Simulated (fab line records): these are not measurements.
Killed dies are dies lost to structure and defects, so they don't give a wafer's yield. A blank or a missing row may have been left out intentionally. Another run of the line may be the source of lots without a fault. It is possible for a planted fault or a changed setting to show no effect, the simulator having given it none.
Matching of chambers    flow n5Finfet    rieDiel-04 running N5_GATE_CUT_ETCH_28: 4 sister chambers
The step etches underlayer in N2/H2, target depth 13 nm, time 10.4 s. 14 wafers are shown with their chamber, then 7 later ones without.

== EACH WAFER AND ITS CHAMBER ==
wafer   chamber  drypumpMotorCurrentA (A)  throttleValvePct (%)  showerheadPlenumPTorr (Torr)
L079.1  0        5.6                       18.03                 2.52
L079.3  3        5.7                       17.75                 2.63
L079.5  1        6.3                       17.55                 2.65
L081.1  0        5.6                       18.04                 2.51
L081.3  3        5.8                       17.78                 2.63
L081.6  1        6.3                       17.53                 2.65
L082.2  2        5.7                       18.05                 2.64
L082.3  3        5.8                       17.77                 2.63
L082.6  3        5.7                       17.76                 2.63
L084.1  1        6.3                       17.54                 2.64
L084.2  0        5.6                       18.03                 2.51
L084.5  2        5.7                       18.04                 2.64
L088.1  1        6.3                       17.56                 2.64
L088.5  2        5.7                       18.07                 2.63

SIGNATURES (means of the wafers above)
reading                chamber 0  chamber 1  chamber 2  chamber 3  scatter within a chamber
drypumpMotorCurrentA   5.600      6.300      5.700      5.750      0.0316
throttleValvePct       18.0333    17.5450    18.0533    17.7650    0.0124
showerheadPlenumPTorr  2.5133     2.6450     2.6367     2.6300     0.00483
Rule: distance of a wafer from a chamber = root of the sum over the readings of ((wafer's reading minus chamber's mean) / reading's scatter) squared. If the next closest chamber is less than 2 further off than the closest, the wafer can't be placed; otherwise it belongs to the closest. The scatter is the square root of a quotient: the sum, over the shown wafers, of each reading's squared deviation from its chamber's mean, divided by wafers minus chambers.

== WAFERS WHOSE CHAMBER IS MISSING ==
wafer   drypumpMotorCurrentA (A)  throttleValvePct (%)  showerheadPlenumPTorr (Torr)
L088.6  6.3                       17.56                 2.64
L092.1  6.3                       17.60                 2.64
L092.2  5.7                       18.09                 2.63
L092.4  6.3                       17.58                 2.64
L094.1  5.7                       18.07                 2.63
L094.3  6.3                       17.58                 2.63
L094.6  6.3                       17.59                 2.63

== EACH ONE'S CHAMBER ==
wafer   from the rows above  in truth
L088.6  1                    1
L092.1  1                    1
L092.2  2                    2
L092.4  1                    1
L094.1  2                    2
L094.3  1                    1
L094.6  1                    1
Correct placement for 7 of the 7. Not placeable from these rows: 0. Placed wrongly: 0.
